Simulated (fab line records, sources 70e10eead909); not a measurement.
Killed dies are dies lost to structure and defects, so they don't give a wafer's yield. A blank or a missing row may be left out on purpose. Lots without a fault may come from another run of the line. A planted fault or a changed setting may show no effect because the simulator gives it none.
Which tool did it? | flow nand_harc | 6 lots, 18 wafers sampled, at 3 steps of a route of 1302

WHAT THE GAUGES READ, wafer by wafer
NHARC_P_ZERO_WELL_CD_MEAS_52: target cd 2000 nm.
lot  | measured    | on        | cd_nm (nm)
L908 | day 2 11:36 | cd_sem-03 | 1998.1 1998.3 1998.4
L913 | day 4 14:23 | cd_sem-03 | 2000.9 2002.2 2000.5
L917 | day 6 07:19 | cd_sem-01 | 2000.4 1999.7 2000.7
L920 | day 7 12:47 | cd_sem-02 | 1998.1 1998.4 1996.4
L922 | day 8 07:47 | cd_sem-02 | 1999.5 1999.2 1999.5
L926 | day 9 23:32 | cd_sem-03 | 1999.1 1999.9 1999.5

WHICH TOOL RAN EACH LOT (tool, then ch and the chambers of the sampled wafers, then the start)
lot  | NHARC_P_ZERO_WELL_DESCUM_39       | NHARC_P_ZERO_WELL_EXPOSE_49
L908 | rie_diel-05 ch 1,2,3, day 2 10:08 | krf_scanner-02 ch 0, day 2 11:26
L913 | rie_diel-07 ch 0,1,2, day 4 12:55 | krf_scanner-02 ch 0, day 4 14:14
L917 | rie_diel-05 ch 0,1,2, day 6 05:47 | krf_scanner-03 ch 0, day 6 07:10
L920 | rie_diel-03 ch 1,2,3, day 7 11:14 | krf_scanner-02 ch 0, day 7 12:37
L922 | rie_diel-05 ch 0,1,2, day 8 06:18 | krf_scanner-02 ch 0, day 8 07:37
L926 | rie_diel-07 ch 1,2,3, day 9 22:13 | krf_scanner-01 ch 0, day 9 23:23
- NHARC_P_ZERO_WELL_DESCUM_39: chemistry O2, time 3 s.
- NHARC_P_ZERO_WELL_EXPOSE_49: exposes mask P HVPW, target cd 2000 nm.

THE ANSWER, worked out from the rows above alone
Rule: what is usual is taken from the lots themselves. Put in order of their means at a reading, lots are off if they are a third of the lots or fewer, leave a main group of 4 or more, and stand apart from it by a gap of 3 or more times the standard deviation of the main group's means; of several such gaps the widest counts. A main group whose means are all the same, to the digits that the tables above print for the reading, isn't used. A lot without any number at a reading at which 4 lots or more have one is off too. The other lots that the step has rows for count as sound.
No lot is off at any reading shown: from this, nothing can be told.

WHAT THE SIMULATOR HAD PUT IN
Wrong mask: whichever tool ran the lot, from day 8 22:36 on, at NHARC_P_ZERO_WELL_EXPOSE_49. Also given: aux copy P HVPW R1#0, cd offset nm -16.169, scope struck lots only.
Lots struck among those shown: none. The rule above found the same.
